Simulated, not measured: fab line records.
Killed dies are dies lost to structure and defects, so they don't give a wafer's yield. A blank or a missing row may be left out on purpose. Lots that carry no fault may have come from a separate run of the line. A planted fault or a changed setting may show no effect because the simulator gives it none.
Which tool did it? + flow n5Finfet + 25 wafers from 9 lots sampled at 7 of the route's 1938 steps

== WHAT THE GAUGES READ, wafer by wafer ==
N5_SD_EPI_N_EPI_MEAS_23.
| lot  | measured    | on           | thkNm (nm)     |
|------|-------------|--------------|----------------|
| L329 | day 3 21:47 | filmMetro-02 | 59.2 60.0 58.2 |
| L331 | day 4 10:38 | filmMetro-01 | 59.4 60.2 60.3 |
| L334 | day 5 06:37 | filmMetro-02 | 58.5 58.0 58.5 |
| L335 | day 5 09:01 | filmMetro-01 | 60.6 59.5 61.9 |
| L336 | day 5 15:28 | filmMetro-02 | 58.7 58.3 58.2 |
| L342 | day 7 03:52 | filmMetro-02 | 42.7 60.0      |
| L343 | day 7 09:14 | filmMetro-01 | 57.2 43.0      |
| L348 | day 8 20:33 | filmMetro-02 | 57.4 58.8 59.4 |
| L349 | day 8 23:46 | filmMetro-02 | 59.8 59.7 60.3 |

N5_SD_ACTIVATION_RS_MEAS_03: uses a four-point probe to measure.
| lot  | measured    | on           | RS_SD_N (ohm/sq) | RS_SD_P (ohm/sq) |
|------|-------------|--------------|------------------|------------------|
| L329 | day 4 03:53 | filmMetro-01 | 21.7 21.4 21.6   | 56.2 56.3 57.0   |
| L331 | day 4 16:13 | filmMetro-01 | 22.0 22.2 21.8   | 55.5 55.3 55.8   |
| L334 | day 5 13:01 | filmMetro-02 | 21.8 22.3 22.1   | 57.1 57.1 57.1   |
| L335 | day 5 14:05 | filmMetro-02 | 21.6 21.7 21.6   | 55.5 55.7 55.3   |
| L336 | day 5 20:47 | filmMetro-02 | 21.7 21.8 22.2   | 56.2 55.4 55.5   |
| L342 | day 7 10:34 | filmMetro-02 | 29.5 21.6        | 56.6 56.3        |
| L343 | day 7 14:28 | filmMetro-02 | 22.2 30.0        | 56.3 55.4        |
| L348 | day 9 01:49 | filmMetro-02 | 22.2 22.3 21.9   | 55.3 55.5 56.0   |
| L349 | day 9 05:04 | filmMetro-02 | 21.2 21.7 21.2   | 57.3 57.8 58.0   |

N5_BEOL_M4_RC_MEAS_101.
| lot  | measured     | on        | DIBL_N (mV/V)  | DIBL_P (mV/V)  | IOFF_N (nA/um) | IOFF_P (nA/um) | ION_N (uA/um) | ION_P (uA/um) | REXT_N (ohm.um) | RS_SD_N (ohm/sq) | SS_N (mV/dec)  | SS_P (mV/dec)  | VT_N (mV)   | VT_P (mV)      |
|------|--------------|-----------|----------------|----------------|----------------|----------------|---------------|---------------|-----------------|------------------|----------------|----------------|-------------|----------------|
| L329 | day 9 19:53  | prober-02 | 38.2 35.4 36.1 | 38.0 34.7 35.7 | 0.18 0.13 0.15 | 0.24 0.20 0.21 | 671 674 661   | 462 470 462   | 77.8 78.4 78.3  | 28.8 27.9 28.5   | 72.3 71.2 71.0 | 73.9 72.7 72.8 | 249 253 250 | -246 -248 -251 |
| L331 | day 9 12:34  | prober-01 | 37.7 34.6 35.9 | 38.4 34.7 35.1 | 0.17 0.13 0.14 | 0.21 0.16 0.17 | 670 671 655   | 455 456 447   | 74.4 74.8 75.2  | 28.5 28.5 28.7   | 72.2 71.1 71.1 | 73.5 72.0 73.6 | 251 252 252 | -253 -255 -254 |
| L334 | day 10 17:46 | prober-02 | 41.1 38.2 37.5 | 41.2 38.3 37.9 | 0.24 0.18 0.17 | 0.27 0.20 0.21 | 692 672 670   | 467 456 451   | 71.6 73.4 74.8  | 28.5 29.0 28.5   | 72.5 72.0 71.7 | 73.7 73.1 73.3 | 244 248 247 | -251 -255 -251 |
| L335 | day 10 21:43 | prober-01 | 35.9 35.4 37.8 | 35.9 35.4 37.7 | 0.17 0.15 0.20 | 0.25 0.24 0.29 | 683 667 672   | 479 470 474   | 74.5 75.3 74.3  | 27.8 28.1 27.7   | 71.0 72.1 71.9 | 72.7 72.2 73.1 | 246 250 245 | -243 -244 -243 |
| L336 | day 10 23:26 | prober-01 | 36.1 34.9 35.9 | 37.0 35.6 35.9 | 0.14 0.12 0.13 | 0.20 0.18 0.19 | 658 649 659   | 454 449 455   | 74.1 75.6 73.9  | 28.4 28.6 28.8   | 70.6 71.2 71.2 | 73.7 73.3 73.3 | 254 256 251 | -250 -251 -254 |
| L342 | day 12 08:33 | prober-02 | 35.0 34.7      | 35.6 35.4      | 0.12 0.13      | 0.18 0.18      | 653 654       | 461 457       | 83.8 72.8       | 38.5 28.2        | 69.5 71.0      | 72.7 73.0      | 253 251     | -253 -251      |
| L343 | day 12 18:59 | prober-02 | 39.3 38.5      | 41.1 40.0      | 0.23 0.20      | 0.29 0.28      | 690 676       | 478 478       | 73.1 85.1       | 28.5 38.3        | 71.9 72.6      | 73.8 74.2      | 243 246     | -244 -242      |
| L348 | day 14 18:44 | prober-02 | 37.6 36.9 36.6 | 38.4 37.5 37.7 | 0.18 0.16 0.16 | 0.24 0.22 0.23 | 684 671 676   | 467 460 469   | 72.0 73.1 72.0  | 28.8 28.7 28.3   | 72.0 71.8 71.8 | 72.7 73.1 73.9 | 248 249 249 | -250 -254 -251 |
| L349 | day 15 19:44 | prober-01 | 36.6 36.8 35.9 | 36.4 35.9 35.0 | 0.15 0.16 0.14 | 0.19 0.20 0.18 | 669 682 670   | 454 464 455   | 75.9 75.0 76.1  | 28.1 28.1 27.9   | 71.8 71.9 71.6 | 72.8 73.6 73.4 | 251 248 251 | -252 -253 -254 |

== EACH LOT AND THE TOOL THAT RAN IT (in order: tool; ch and the chambers of the sampled wafers; start) ==
| lot  | N5_SPACER0_ALD_00               | N5_SD_EPI_N_ETCH_34              | N5_SD_EPI_N_VAPOR_ETCH_50     | N5_SD_EPI_N_EPI_21            |
|------|---------------------------------|----------------------------------|-------------------------------|-------------------------------|
| L329 | aldSin-01 ch 1,2,3, day 3 17:20 | rieDiel-04 ch 0,1, day 3 18:26   | epiRpcvd-01 ch 0, day 3 19:53 | epiRpcvd-01 ch 0, day 3 20:04 |
| L331 | aldSin-01 ch 0,3, day 4 05:50   | rieDiel-04 ch 0,1,2, day 4 06:40 | epiRpcvd-02 ch 0, day 4 08:07 | epiRpcvd-02 ch 0, day 4 08:22 |
| L334 | aldSin-03 ch 0,1,2, day 4 23:35 | rieDiel-04 ch 1,2,3, day 5 03:16 | epiRpcvd-03 ch 0, day 5 04:44 | epiRpcvd-03 ch 0, day 5 05:10 |
| L335 | aldSin-03 ch 0,1,2, day 5 04:42 | rieDiel-01 ch 0,1,2, day 5 05:38 | epiRpcvd-02 ch 0, day 5 07:06 | epiRpcvd-02 ch 0, day 5 07:17 |
| L336 | aldSin-04 ch 1,2,3, day 5 10:59 | rieDiel-02 ch 2,3, day 5 12:05   | epiRpcvd-02 ch 0, day 5 13:33 | epiRpcvd-02 ch 0, day 5 13:44 |
| L342 | aldSin-03 ch 2,3, day 6 23:23   | rieDiel-02 ch 1,2, day 7 00:28   | epiRpcvd-02 ch 0, day 7 01:59 | epiRpcvd-02 ch 0, day 7 02:25 |
| L343 | aldSin-04 ch 2,3, day 7 04:56   | rieDiel-01 ch 0,3, day 7 05:52   | epiRpcvd-02 ch 0, day 7 07:24 | epiRpcvd-02 ch 0, day 7 08:05 |
| L348 | aldSin-04 ch 0,2, day 8 16:16   | rieDiel-04 ch 0,2,3, day 8 17:11 | epiRpcvd-01 ch 0, day 8 18:39 | epiRpcvd-01 ch 0, day 8 18:50 |
| L349 | aldSin-01 ch 0,1,3, day 8 19:06 | rieDiel-04 ch 0,2,3, day 8 20:10 | epiRpcvd-03 ch 0, day 8 21:52 | epiRpcvd-03 ch 0, day 8 22:03 |
- N5_SPACER0_ALD_00: deposits SiOCN, target thk 3.5 nm, pulse time 3 s, purge time 2 s.
- N5_SD_EPI_N_ETCH_34: etches SiARC in CF4, target depth 45.5 nm, time 75.8 s.
- N5_SD_EPI_N_VAPOR_ETCH_50: etches Si in HCl, time 54 s.
- N5_SD_EPI_N_EPI_21: deposits Si:P, time 690 s.

== WHAT THE TOOLS THEMSELVES READ (means of the sampled wafers that have a number; where no wafer has one, the mark that the record gives instead) ==
N5_SPACER0_ALD_00.
| lot  | tool      | heaterPowerW (W) | precursorPulseHeightRel |
|------|-----------|------------------|-------------------------|
| L329 | aldSin-01 | 828              | 0.989                   |
| L331 | aldSin-01 | 900              | 1.022                   |
| L334 | aldSin-03 | 803              | 1.009                   |
| L335 | aldSin-03 | 799              | 1.010                   |
| L336 | aldSin-04 | 874              | 0.996                   |
| L342 | aldSin-03 | 813              | 1.028                   |
| L343 | aldSin-04 | 903              | 0.985                   |
| L348 | aldSin-04 | 943              | 1.001                   |
| L349 | aldSin-01 | 883              | 1.003                   |

N5_SD_EPI_N_ETCH_34.
| lot  | tool       | drypumpMotorCurrentA (A) | etchRfOnTimeS (s) | mfcArSccm (sccm) | oesProductAu (a.u.) | rfFwdPowerW (W) | rfVppV (V) | showerheadPlenumPTorr (Torr) | throttleValvePct (%) |
|------|------------|--------------------------|-------------------|------------------|---------------------|-----------------|------------|------------------------------|----------------------|
| L329 | rieDiel-04 | 5.9                      | 77.6              | 100.5            | 0.59                | 542.4           | 183.7      | 2.08                         | 15.72                |
| L331 | rieDiel-04 | 6.0                      | 77.0              | 100.0            | 0.65                | 541.8           | 183.3      | 2.11                         | 15.62                |
| L334 | rieDiel-04 | 6.0                      | 76.6              | 100.1            | 0.68                | 540.2           | 184.1      | 2.16                         | 15.54                |
| L335 | rieDiel-01 | 5.5                      | 76.6              | 100.0            | 0.68                | 540.4           | 184.1      | 2.18                         | 15.61                |
| L336 | rieDiel-02 | 5.8                      | 77.4              | 99.8             | 0.60                | 538.6           | 182.2      | 2.10                         | 15.77                |
| L342 | rieDiel-02 | 5.8                      | 76.8              | 100.1            | 0.64                | 537.0           | 182.3      | 2.05                         | 15.70                |
| L343 | rieDiel-01 | 4.9                      | 75.7              | 100.2            | 0.69                | 538.0           | 185.5      | 2.19                         | 15.47                |
| L348 | rieDiel-04 | 5.7                      | 76.1              | 99.9             | 0.72                | 540.5           | 184.7      | 2.17                         | 15.43                |
| L349 | rieDiel-04 | 5.7                      | 75.4              | 99.7             | 0.72                | 541.5           | 184.1      | 2.17                         | 15.44                |

N5_SD_EPI_N_VAPOR_ETCH_50.
| lot  | tool        | throttleValvePct (%) |
|------|-------------|----------------------|
| L329 | epiRpcvd-01 | 12.0                 |
| L331 | epiRpcvd-02 | 11.0                 |
| L334 | epiRpcvd-03 | 11.2                 |
| L335 | epiRpcvd-02 | 10.9                 |
| L336 | epiRpcvd-02 | 11.0                 |
| L342 | epiRpcvd-02 | 10.9                 |
| L343 | epiRpcvd-02 | 11.1                 |
| L348 | epiRpcvd-01 | 12.2                 |
| L349 | epiRpcvd-03 | 11.3                 |

== THE ANSWER, worked out from the rows above alone ==
Rule: what is usual is taken from the lots themselves. Put in order of their means at a reading, lots are off if they are a third of the lots or fewer, leave a main group of 4 or more, and stand apart from it by a gap of 3 or more times the standard deviation of the main group's means; of several such gaps the widest counts. The tables above print the reading to a certain number of digits; a main group whose means all agree to those digits is not used. A lot without any number at a reading at which 4 lots or more have one is off too. The other lots that the step has rows for count as sound. The gauges are gone through in route order, then the tools' own readings, and for those a lot's mean is taken as printed above. The first step at which some lot is off is used, and at that step the reading that is off furthest; a lot without a number counts as furthest.
Off: L342, L343 (N5_SD_EPI_N_EPI_MEAS_23, thkNm). Mean 59.3 nm and standard deviation 0.85 in the main group.
A tool fits if, at a process step before that reading, it ran every lot that is off, and no sound lot after the first of them. The gauges at N5_SD_EPI_N_EPI_MEAS_23 aren't tried: what is off there is off at N5_BEOL_M4_RC_MEAS_101 too, on other tools, and a gauge's error can't cause that. One fits: epiRpcvd-02 at N5_SD_EPI_N_VAPOR_ETCH_50 and N5_SD_EPI_N_EPI_21. At N5_SD_EPI_N_VAPOR_ETCH_50 its last sound lot is L336 (day 5 13:33), its first lot that is off L342 (day 7 01:59): a fault that began between those two fits.

== WHAT HAD BEEN PUT IN BY THE SIMULATOR ==
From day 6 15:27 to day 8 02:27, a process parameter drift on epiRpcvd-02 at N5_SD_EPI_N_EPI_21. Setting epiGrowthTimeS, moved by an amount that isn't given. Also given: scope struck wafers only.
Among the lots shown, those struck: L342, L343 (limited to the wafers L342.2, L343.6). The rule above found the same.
